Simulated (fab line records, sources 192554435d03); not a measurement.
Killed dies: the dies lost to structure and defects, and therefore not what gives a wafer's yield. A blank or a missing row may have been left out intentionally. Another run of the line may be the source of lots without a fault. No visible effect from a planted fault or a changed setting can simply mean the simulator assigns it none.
Comparing a struck lot with a sound one ; flow n5-finfet ; 40 out of 1938 route steps
Sound: the wafers L671.1, L671.2, L671.3. Struck: wafers L685.2, L685.5, L685.6. The cause comes at the end.
Per side, at each step with rows, come the tool, then ch with its chambers, and then its first start. Under that, the readings that differ: sound wafers ; struck wafers ; difference of the means ; sigmas: that difference in standard deviations of wafers without a fault.
alike: readings whose means differ by less than 2 such deviations, and words and numbers that are the same on both sides. not compared: withheld readings, readings that some wafer has no value for, bounds like >300 that may hide the same value, and numbers for which the record gives no deviation and whose values overlap.
A row with sigmas, a row that says differs or no value, or rows on one side alone: a step with any of these is where the two part. Non-overlapping numbers with no deviation appear without sigmas and do not part them. Lack of a reading on every wafer of one side parts them only where that side has two or more wafers.

first, 5 steps without rows for these wafers: N5_BEOL_M3_SPUTTER_81 (material Cu, target thk 4.5 nm, time 8.29 s); N5_BEOL_M3_ANNEAL_82 (time 240 s); N5_BEOL_M3_SPUTTER_86 (material Cu, target thk 4.5 nm, time 8.29 s); N5_BEOL_M3_ANNEAL_87 (time 240 s); N5_BEOL_M3_SPUTTER_88 (material Cu, target thk 4.5 nm, time 8.29 s).
N5_BEOL_M3_ANNEAL_89: time 240 s.
  sound on pvd-sputter-02 at day 8 23:20; struck on pvd-sputter-03 at day 12 10:08
  alike: heater-power-w, susceptor-temp-C, susceptor_temp_C_max
then, 1 step without rows for these wafers: N5_BEOL_M3_SPUTTER_90 (material Cu, target thk 4.5 nm, time 8.29 s).
N5_BEOL_M3_ANNEAL_91: time 240 s.
  sound on pvd-sputter-02 at day 8 23:33; struck on pvd-sputter-03 at day 12 10:21
  alike: heater-power-w, susceptor-temp-C, susceptor_temp_C_max
then, 1 step without rows for these wafers: N5_BEOL_M3_SPUTTER_92 (material Cu, target thk 4.5 nm, time 8.29 s).
N5_BEOL_M3_ANNEAL_93: time 240 s.
  sound on pvd-sputter-02 at day 8 23:46; struck on pvd-sputter-03 at day 12 10:34
  alike: heater-power-w, susceptor-temp-C, susceptor_temp_C_max
then, 2 steps without rows for these wafers: N5_BEOL_M3_SPUTTER_94 (material Cu, target thk 4.5 nm, time 8.29 s); N5_BEOL_M3_ANNEAL_95 (time 240 s).
N5_BEOL_M3_SPUTTER_96: material Cu, target thk 4.5 nm, time 8.29 s.
  sound on pvd-sputter-02 at day 9 00:08; struck on pvd-sputter-03 at day 12 10:56
  alike: susceptor-temp-C, throttle-valve-pct
then, 1 step without rows for these wafers: N5_BEOL_M3_ECD_50 (material Cu, target thk 300 nm).
N5_BEOL_M3_ANNEAL_51: time 90 s.
  sound on rtp-anneal-01 ch 0, day 9 00:19; struck on rtp-anneal-02 ch 0, day 12 11:10
  alike: anneal-temp-c, wafer_temp_C_max
then, 1 step without rows for these wafers: N5_BEOL_M3_CMP_52 (polishes, stops on SiOC, t overpolish 6.8 s, target thk 40 nm).
N5_BEOL_M3_PRE_CLEAN_60: time 15 s.
  sound on cvd-co-01 ch 0,1,2, day 9 00:57; struck on cvd-co-01 ch 0,1, day 12 11:46
  alike: heater-power-w, rf-fwd-power-W
  not compared: susceptor-temp-C
then, 3 steps without rows for these wafers: N5_BEOL_M3_CO_CAP_55 (material Co, precursor CCTBA/H2, target thk 2 nm, time 102.1 s); N5_BEOL_M3_PRE_CLEAN_56 (time 15 s); N5_BEOL_M3_DEP_57 (deposits SiCN from 3MS/NH3, target thk 8 nm, time 14 s).
N5_BEOL_M3_RS_MEAS_58: the measuring method here is four-point-probe.
  sound on film-metro-02 at day 9 01:10; struck on film-metro-02 at day 12 11:59
  alike: M3_RS
then, 1 step without rows for these wafers: N5_BEOL_M4_ILD_DEP_00 (deposits SiOC from DEMS/O2, target thk 79 nm, time 15.3 s).
N5_BEOL_M4_THK_MEAS_01:
  sound on film-metro-01 at day 9 01:18; struck on film-metro-01 at day 12 12:07
  alike: M4_ILD_THK
then, 11 steps without rows for these wafers: N5_BEOL_M4_PECVD_72 (deposits SiO2 from TEOS/O2, target thk 16 nm, time 18 s); N5_BEOL_M4_HM_DEP_02 (deposits TiN, target thk 20 nm); N5_BEOL_M4_COAT_61 (time 60 s, resist thk 60 nm); N5_BEOL_M4_COAT_62 (time 60 s, resist thk 12 nm); N5_BEOL_M4_COAT_73 (time 60 s, resist thk 5 nm); N5_BEOL_M4_COAT_05 (resist thk 30 nm); N5_BEOL_M4_EBR_07; N5_BEOL_M4_SOFTBAKE_06 (time 60 s); N5_BEOL_M4_EXPOSE_08 (exposes mask M4); N5_BEOL_M4_PEB_09 (peb time 60 s); N5_BEOL_M4_DEVELOP_10 (develop time 30 s).
N5_BEOL_M4_CD_MEAS_11: target cd 16.79 nm.
  sound on cd-sem-01 ch 0, day 9 01:55; struck on cd-sem-01 ch 0, day 12 12:47
  alike: cd-nm
N5_BEOL_M4_OVL_MEAS_12:
  sound on overlay-02 ch 0, day 9 01:57; struck on overlay-02 ch 0, day 12 12:50
  alike: M4_OVL
then, 3 steps without rows for these wafers: N5_BEOL_M4_DESCUM_16 (chemistry O2, time 7 s); N5_BEOL_M4_ETCH_74 (etches underlayer in N2/H2, target depth 6.5 nm, time 5.2 s); N5_BEOL_M4_ETCH_63 (etches SiARC in CF4, target depth 15.6 nm, time 26 s).
-- record jumps: 5 days separate the struck wafers' starts on either side; left off in module BEOL_M4, taken up again in module PASSIVATION, whose first shown step is the route's number 1936 --
N5_PASSIVATION_PROBE_49:
  sound on prober-01 at day 13 22:17; struck on prober-01 at day 17 11:33
reading;sound;struck;difference;sigmas
defect-limited-yield (%);89.7 90.9 90.4;78.8 81.4 85.2;-8.5;-6
killed_at_M0_to_M3;31 27 27;185 180 118;+133;+13
killed_at_M4_up;22 18 32;6 9 15;-14;-2
killed-dies;122 107 113;250 219 175;+101;+6
killed-open;88 77 86;64 51 55;-27;-2
sort_bin_5_function (%);5.8 5.5 5.5;11.4 9.9 7.6;+4.0;+4
sort-n-pass;1051 1073 1067;930 960 1005;-99;-6
sort-yield-pct (%);89.1 90.9 90.4;78.8 81.4 85.2;-8.3;-6
  alike: killed-at-contacts, killed-at-front-end, killed-at-other, killed-short, sort_bin_6_memory, sort_bin_8_speed

## WHERE THEY PART
Only at N5_PASSIVATION_PROBE_49, as far as this record shows.

WHY: whatever the simulator had introduced
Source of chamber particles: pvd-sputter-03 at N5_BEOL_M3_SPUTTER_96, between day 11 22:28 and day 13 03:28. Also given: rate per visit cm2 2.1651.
